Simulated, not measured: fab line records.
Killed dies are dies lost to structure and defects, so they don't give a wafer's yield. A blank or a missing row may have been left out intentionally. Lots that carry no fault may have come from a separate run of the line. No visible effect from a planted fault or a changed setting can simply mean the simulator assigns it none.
Split-lot trial / flow n5_finfet / 21 wafers read across 7 lots, on a route 1938 steps long

== ABOUT THE SPLIT ==
At N5_BEOL_M15_ETCH_59 (etches BARC in N2/H2, target depth 89 nm, overetch 26.7 nm, time 67.9 s), the setting time_s was moved away from the recipe's 67.9 s on 9 of the 21 wafers read, by -19.4% to +7.1%. The other wafers ran this setting at the recipe's value.

The split's own step is where the reading is taken.

== THE READING ==
coat_of_BEOL_M15_COAT_04.thk_nm (the simulator's own value, which no gauge read), in nm, at N5_BEOL_M15_ETCH_59 (etches BARC in N2/H2, target depth 89 nm, overetch 26.7 nm, time 67.9 s). The file does not state a usual value for it. Across the 12 wafers here that went through the recipe, the average is 718.6 nm and the standard deviation 2.5 nm.

wafer=L083.3; tool, chamber at the split=rie_diel-03, 3; time_s as run, s=67.9; against the recipe=recipe; coat_of_BEOL_M15_COAT_04.thk_nm, nm=716.2; against lot-mates on the recipe=-
wafer=L083.4; tool, chamber at the split=rie_diel-03, 3; time_s as run, s=67.9; against the recipe=recipe; coat_of_BEOL_M15_COAT_04.thk_nm, nm=718; against lot-mates on the recipe=-
wafer=L083.5; tool, chamber at the split=rie_diel-03, 1; time_s as run, s=67.9; against the recipe=recipe; coat_of_BEOL_M15_COAT_04.thk_nm, nm=719.2; against lot-mates on the recipe=-
wafer=L086.1; tool, chamber at the split=rie_diel-03, 3; time_s as run, s=72.75; against the recipe=+7.1%; coat_of_BEOL_M15_COAT_04.thk_nm, nm=712.8; against lot-mates on the recipe=-7.5
wafer=L086.2; tool, chamber at the split=rie_diel-03, 1; time_s as run, s=67.9; against the recipe=recipe; coat_of_BEOL_M15_COAT_04.thk_nm, nm=720.6; against lot-mates on the recipe=-
wafer=L086.5; tool, chamber at the split=rie_diel-03, 1; time_s as run, s=67.9; against the recipe=recipe; coat_of_BEOL_M15_COAT_04.thk_nm, nm=720; against lot-mates on the recipe=-
wafer=L087.1; tool, chamber at the split=rie_diel-03, 3; time_s as run, s=56; against the recipe=-17.5%; coat_of_BEOL_M15_COAT_04.thk_nm, nm=732.6; against lot-mates on the recipe=+11.4
wafer=L087.2; tool, chamber at the split=rie_diel-03, 2; time_s as run, s=56; against the recipe=-17.5%; coat_of_BEOL_M15_COAT_04.thk_nm, nm=729.6; against lot-mates on the recipe=+8.4
wafer=L087.6; tool, chamber at the split=rie_diel-03, 0; time_s as run, s=67.9; against the recipe=recipe; coat_of_BEOL_M15_COAT_04.thk_nm, nm=721.2; against lot-mates on the recipe=-
wafer=L089.3; tool, chamber at the split=rie_diel-03, 2; time_s as run, s=54.79; against the recipe=-19.3%; coat_of_BEOL_M15_COAT_04.thk_nm, nm=735; against lot-mates on the recipe=+15.6
wafer=L089.5; tool, chamber at the split=rie_diel-03, 2; time_s as run, s=54.79; against the recipe=-19.3%; coat_of_BEOL_M15_COAT_04.thk_nm, nm=736.6; against lot-mates on the recipe=+17.2
wafer=L089.6; tool, chamber at the split=rie_diel-03, 3; time_s as run, s=67.9; against the recipe=recipe; coat_of_BEOL_M15_COAT_04.thk_nm, nm=719.4; against lot-mates on the recipe=-
wafer=L090.2; tool, chamber at the split=rie_diel-05, 1; time_s as run, s=67.9; against the recipe=recipe; coat_of_BEOL_M15_COAT_04.thk_nm, nm=715.4; against lot-mates on the recipe=-
wafer=L090.3; tool, chamber at the split=rie_diel-05, 0; time_s as run, s=62.61; against the recipe=-7.8%; coat_of_BEOL_M15_COAT_04.thk_nm, nm=720.2; against lot-mates on the recipe=+5.8
wafer=L090.6; tool, chamber at the split=rie_diel-05, 1; time_s as run, s=67.9; against the recipe=recipe; coat_of_BEOL_M15_COAT_04.thk_nm, nm=713.4; against lot-mates on the recipe=-
wafer=L092.1; tool, chamber at the split=rie_diel-04, 1; time_s as run, s=72.18; against the recipe=+6.3%; coat_of_BEOL_M15_COAT_04.thk_nm, nm=716.8; against lot-mates on the recipe=-5.8
wafer=L092.2; tool, chamber at the split=rie_diel-04, 2; time_s as run, s=67.9; against the recipe=recipe; coat_of_BEOL_M15_COAT_04.thk_nm, nm=722.6; against lot-mates on the recipe=-
wafer=L092.5; tool, chamber at the split=rie_diel-04, 3; time_s as run, s=72.18; against the recipe=+6.3%; coat_of_BEOL_M15_COAT_04.thk_nm, nm=716.2; against lot-mates on the recipe=-6.4
wafer=L096.1; tool, chamber at the split=rie_diel-05, 2; time_s as run, s=67.9; against the recipe=recipe; coat_of_BEOL_M15_COAT_04.thk_nm, nm=719.4; against lot-mates on the recipe=-
wafer=L096.3; tool, chamber at the split=rie_diel-05, 1; time_s as run, s=67.9; against the recipe=recipe; coat_of_BEOL_M15_COAT_04.thk_nm, nm=717.6; against lot-mates on the recipe=-
wafer=L096.5; tool, chamber at the split=rie_diel-05, 2; time_s as run, s=54.74; against the recipe=-19.4%; coat_of_BEOL_M15_COAT_04.thk_nm, nm=733; against lot-mates on the recipe=+14.5

THE FIT
A straight line over all 21 wafers: coat_of_BEOL_M15_COAT_04.thk_nm changes by -0.75 nm for each +1% of time_s; r = -0.94; the points scatter about the line by 2.6 nm.
The same after taking each lot's own level away (the mean of its wafers on the recipe; 21 wafers): -0.763 nm for each +1%; r = -0.98; scatter 1.6 nm.
According to that fit, moving time_s by its largest amount changes the reading by 15 nm.
The lots' own levels span 714.40 to 722.60 nm, that is 3.3 times the standard deviation above.
The two slopes are in agreement: the lot-to-lot level therefore moves the slope only a little.
Check: for one of the wafers moved furthest among these (-19.4%), held out of the fit, the line's prediction against its lot-mates is +14.3 nm. Against them it came out at +14.5 nm.

== THE OTHER SPLITS THESE WAFERS WENT THROUGH ==
Before the reading, these wafers also passed through other splits. Each is held against what the fit with the lots' levels taken away leaves over:
other split on the same wafers=N5_BEOL_M13_ILD_DEP_00 time_s; wafers away from the commonest value=9; r with coat_of_BEOL_M15_COAT_04.thk_nm (lot level and that fit taken away)=-0.02
other split on the same wafers=N5_BEOL_M13_COAT_58 spin_rpm; wafers away from the commonest value=5; r with coat_of_BEOL_M15_COAT_04.thk_nm (lot level and that fit taken away)=-0.54
other split on the same wafers=N5_BEOL_M13_EXPOSE_25 dose_mj; wafers away from the commonest value=7; r with coat_of_BEOL_M15_COAT_04.thk_nm (lot level and that fit taken away)=-0.12
other split on the same wafers=N5_BEOL_M13_DESCUM_33 time_s; wafers away from the commonest value=6; r with coat_of_BEOL_M15_COAT_04.thk_nm (lot level and that fit taken away)=+0.05

== THE FILE'S OWN FIT ==
coat_of_BEOL_M15_COAT_04.thk_nm changes by -0.753 nm for each +1% of time_s, r = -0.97.
